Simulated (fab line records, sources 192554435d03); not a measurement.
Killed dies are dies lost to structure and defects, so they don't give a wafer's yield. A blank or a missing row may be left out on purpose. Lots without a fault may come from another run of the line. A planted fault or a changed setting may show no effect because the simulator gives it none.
Which tool did it? | flow n5_finfet | 11 lots, 31 wafers sampled, at 3 steps of a route of 1938

WHAT THE GAUGES READ, wafer by wafer
N5_BEOL_M8_CD_MEAS_28: target cd 40 nm. Usual: cd_nm 40.00 nm, standard deviation 0.21.
lot  | measured     | on        | cd_nm (nm)        | flag
L810 | day 9 14:58  | cd_sem-02 | 39.80 39.84 40.10 |
L812 | day 9 19:59  | cd_sem-01 | 39.71 40.16 40.23 |
L811 | day 9 19:56  | cd_sem-03 | 40.15 40.14 39.94 |
L820 | day 11 15:11 | cd_sem-02 | 39.60 40.02       |
L824 | day 13 04:12 | cd_sem-03 | 40.00 40.29 40.24 |
L823 | day 13 09:20 | cd_sem-02 | 39.70 40.12 40.04 |
L826 | day 13 13:23 | cd_sem-02 | 39.90 39.87       |
L825 | day 14 05:35 | cd_sem-03 | 39.85 40.17 39.92 |
L827 | day 14 20:28 | cd_sem-03 | 39.91 40.01 39.65 |
L831 | day 15 14:52 | cd_sem-01 | 39.83 40.01 40.12 |
L830 | day 17 07:31 | cd_sem-03 | 40.05 40.06 40.21 |

WHICH TOOL RAN EACH LOT (tool, then ch and the chambers of the sampled wafers, then the start)
lot  | N5_BEOL_M8_ILD_DEP_00           | N5_BEOL_M8_HM_DEP_02
L810 | pecvd-04 ch 0,1, day 9 10:05    | pvd_sputter-02, day 9 12:37
L812 | pecvd-04 ch 0,2, day 9 14:49    | pvd_sputter-03, day 9 17:14
L811 | pecvd-01 ch 0,1, day 9 15:05    | pvd_sputter-03, day 9 17:31
L820 | pecvd-01 ch 1, day 11 06:03     | pvd_sputter-01, day 11 08:44
L824 | pecvd-01 ch 0,1,2, day 12 18:47 | pvd_sputter-01, day 12 20:57
L823 | pecvd-04 ch 0,1,2, day 13 07:05 | pvd_sputter-01, day 13 07:46
L826 | pecvd-04 ch 2, day 13 09:07     | pvd_sputter-01, day 13 09:48
L825 | pecvd-01 ch 0,1, day 14 02:42   | pvd_sputter-03, day 14 03:58
L827 | pecvd-01 ch 1,2, day 14 14:23   | pvd_sputter-03, day 14 18:02
L831 | pecvd-02 ch 1,2, day 15 10:11   | pvd_sputter-01, day 15 13:03
L830 | pecvd-04 ch 2, day 17 00:52     | pvd_sputter-01, day 17 04:17
- N5_BEOL_M8_ILD_DEP_00: deposits SiCOH lowk from DEMS/porogen, target thk 179.75 nm, time 33.4 s.
- N5_BEOL_M8_HM_DEP_02: deposits TiN, target thk 20 nm.

WHAT THE TOOLS THEMSELVES READ (means of the sampled wafers that have a number; where no wafer has one, the mark that the record gives instead)
N5_BEOL_M8_ILD_DEP_00. Usual: heater_power_w 327 W, standard deviation 50; showerhead_plenum_p_Torr 5.740 Torr, standard deviation 0.016; throttle_valve_pct 13.9 %, standard deviation 0.91.
lot  | tool     | heater_power_w (W) | showerhead_plenum_p_Torr (Torr) | throttle_valve_pct (%) | flag
L810 | pecvd-04 | 334                | 5.727                           | 15.3                   |
L812 | pecvd-04 | 326                | 5.737                           | 14.4                   |
L811 | pecvd-01 | 337                | 5.746                           | 13.6                   |
L820 | pecvd-01 | 297                | 5.769                           | 13.6                   |
L824 | pecvd-01 | 345                | 5.750                           | 13.4                   |
L823 | pecvd-04 | 320                | 5.731                           | 14.5                   |
L826 | pecvd-04 | 282                | 5.748                           | 13.8                   |
L825 | pecvd-01 | 294                | 5.754                           | 13.5                   |
L827 | pecvd-01 | 330                | 5.750                           | 13.2                   |
L831 | pecvd-02 | 336                | 5.741                           | 13.2                   |
L830 | pecvd-04 | 293                | 5.751                           | 14.1                   |

N5_BEOL_M8_HM_DEP_02. Usual: throttle_valve_pct 30.4 %, standard deviation 1.4.
lot  | tool           | throttle_valve_pct (%) | flag
L810 | pvd_sputter-02 | 30.1                   |
L812 | pvd_sputter-03 | 28.8                   |
L811 | pvd_sputter-03 | 28.5                   |
L820 | pvd_sputter-01 | 30.9                   |
L824 | pvd_sputter-01 | 31.2                   |
L823 | pvd_sputter-01 | 31.5                   |
L826 | pvd_sputter-01 | 31.1                   |
L825 | pvd_sputter-03 | 28.9                   |
L827 | pvd_sputter-03 | 29.7                   |
L831 | pvd_sputter-01 | 31.9                   |
L830 | pvd_sputter-01 | 31.2                   |

THE ANSWER, worked out from the rows above alone
Rule: a lot is off if the mean of its wafers that have a number lies more than 3 standard deviations from the usual mean. A lot without any number at a reading at which 4 lots or more have one is off too. The other lots that the step has rows for count as sound. The gauges are gone through in route order, then the tools' own readings, and for those a lot's mean is taken as printed above. The first step at which some lot is off is used, and at that step the reading that is off furthest; a lot without a number counts as furthest.
No lot is off at any reading shown: from this, nothing can be told.

WHAT THE SIMULATOR HAD PUT IN
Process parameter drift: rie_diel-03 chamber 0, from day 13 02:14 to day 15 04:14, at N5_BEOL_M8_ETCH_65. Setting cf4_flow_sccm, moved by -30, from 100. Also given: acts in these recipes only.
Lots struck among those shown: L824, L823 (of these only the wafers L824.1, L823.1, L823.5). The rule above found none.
